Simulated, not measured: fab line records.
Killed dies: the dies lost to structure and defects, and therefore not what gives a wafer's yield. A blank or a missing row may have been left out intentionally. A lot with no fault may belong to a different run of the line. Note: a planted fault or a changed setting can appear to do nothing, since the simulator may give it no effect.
Struck lot and sound lot, side by side || flow n5_finfet || 16 out of 1938 route steps
Sound: these wafers, L566.1, L566.3, L566.4. Wafers struck: L574.2, L574.5, L574.6. Last of all comes the cause.
For every step that has rows: the tool of each side, followed by ch and its chambers, followed by its first start. Under that, the readings that differ: sound wafers || struck wafers || difference of the means || sigmas: that difference in standard deviations of wafers without a fault.
alike: words and numbers the same on both sides, and readings whose means are apart by under 2 such deviations; not compared: readings that were withheld, readings missing a value for some wafer, numbers with overlapping values and no deviation given by the record, and bounds like >300 which may hide the same value.
A row with sigmas, a row that says differs or no value, or rows on one side alone: a step with any of these is where the two part. Non-overlapping numbers with no deviation appear without sigmas and do not part them. A reading missing from all wafers of one side parts the sides only when that side holds two or more wafers.

N5_BEOL_M4_ALD_98: deposits SiO2, target thk 2.5 nm, pulse time 1 s, co reactant pulse time 1 s.
  sound on ald_sin-02 ch 1,2,3, day 8 01:04; struck on ald_sin-03 ch 1,2,3, day 11 01:07
  alike: heater_power_w, precursor_pulse_height_rel
then, 6 steps without rows for these wafers: N5_BEOL_M4_ETCHBACK_99 (etches SiO2 in CHF3, target depth 5 nm, time 10.4 s); N5_BEOL_M4_ETCH_70 (etches SOC in N2/H2, target depth 80 nm, overetch 24 nm, time 130 s); N5_BEOL_M4_STRIP_71 (strips in N2/H2); N5_BEOL_M4_STRIP_78 (strips in N2/H2); N5_BEOL_M4_VIA_ETCH_34 (etches the open film in C4F6/O2, target depth 69.4 nm, time 65.9 s); N5_BEOL_M4_STRIP_83 (strips in C4F6/O2).
N5_BEOL_M4_STRIP_36: strips in N2/H2.
  sound on rie_diel-06 ch 0,2,3, day 8 11:10; struck on rie_diel-01 ch 0,1, day 11 12:41
  alike: drypump_motor_current_A, oes_product_au, rf_vpp_V, showerhead_plenum_p_Torr, throttle_valve_pct
  not compared: rf_hours_counter_h
N5_BEOL_M4_TRENCH_ETCH_37: etches SiOC in C4F6/O2, target depth 55.555 nm, time 29.2 s.
  sound on rie_diel-06 ch 0,2,3; struck on rie_diel-01 ch 0,1
  alike: C4F6_flow_sccm, O2_flow_sccm, drypump_motor_current_A, oes_product_au, rf_vpp_V, showerhead_plenum_p_Torr, throttle_valve_pct
  not compared: rf_hours_counter_h
N5_BEOL_M4_ETCH_41: etches SiCN in CH3F/O2, target depth 29.9 nm, time 52.5 s.
  sound on rie_diel-06 ch 0,2,3; struck on rie_diel-01 ch 0,1
  alike: O2_flow_sccm, drypump_motor_current_A, oes_product_au, rf_vpp_V, showerhead_plenum_p_Torr, throttle_valve_pct
  not compared: rf_hours_counter_h
N5_BEOL_M4_STRIP_97: strips in N2/H2, time 10 s.
  sound on rie_diel-06 ch 0,2,3; struck on rie_diel-01 ch 0,1
  alike: drypump_motor_current_A, oes_product_au, rf_vpp_V, showerhead_plenum_p_Torr, throttle_valve_pct
  not compared: rf_hours_counter_h
N5_BEOL_M4_OCD_MEAS_38:
  struck on ocd-01, day 11 12:53; sound on ocd-01, day 8 11:22
  alike: trench_depth_nm
N5_BEOL_M4_HM_STRIP_39: strips TiN in peroxide tin strip, target depth 25 nm, time 158 s.
  sound on wet_bench-02 ch 3,5,7, day 8 11:23; struck on wet_bench-02 ch 1,3,4, day 11 12:55
{"reading": "run_length_s (s)", "sound": "165 164 162", "struck": "154 156 158", "difference": -8, "sigmas": -2}
then, 1 step without rows for these wafers: N5_BEOL_M4_SRD_40 (time 30 s).
N5_BEOL_M4_RC_MEAS_101:
  sound on prober-02 ch 0, day 8 15:39; struck on prober-02 ch 0, day 11 17:29
  alike: DIBL_N, DIBL_P, IOFF_N, IOFF_P, ION_N, ION_P, SS_N, SS_P, VT_N, VT_P
N5_PASSIVATION_PROBE_49:
  the record has rows for the sound wafers here (prober-01, day 14 04:08) and none for the struck ones

## WHERE THEY PART
At N5_BEOL_M4_HM_STRIP_39 first; at N5_PASSIVATION_PROBE_49 last (within this record only).

WHY: what had been put in by the simulator
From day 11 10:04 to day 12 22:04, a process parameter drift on wet_bench-02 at N5_BEOL_M4_HM_STRIP_39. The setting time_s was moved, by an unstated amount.
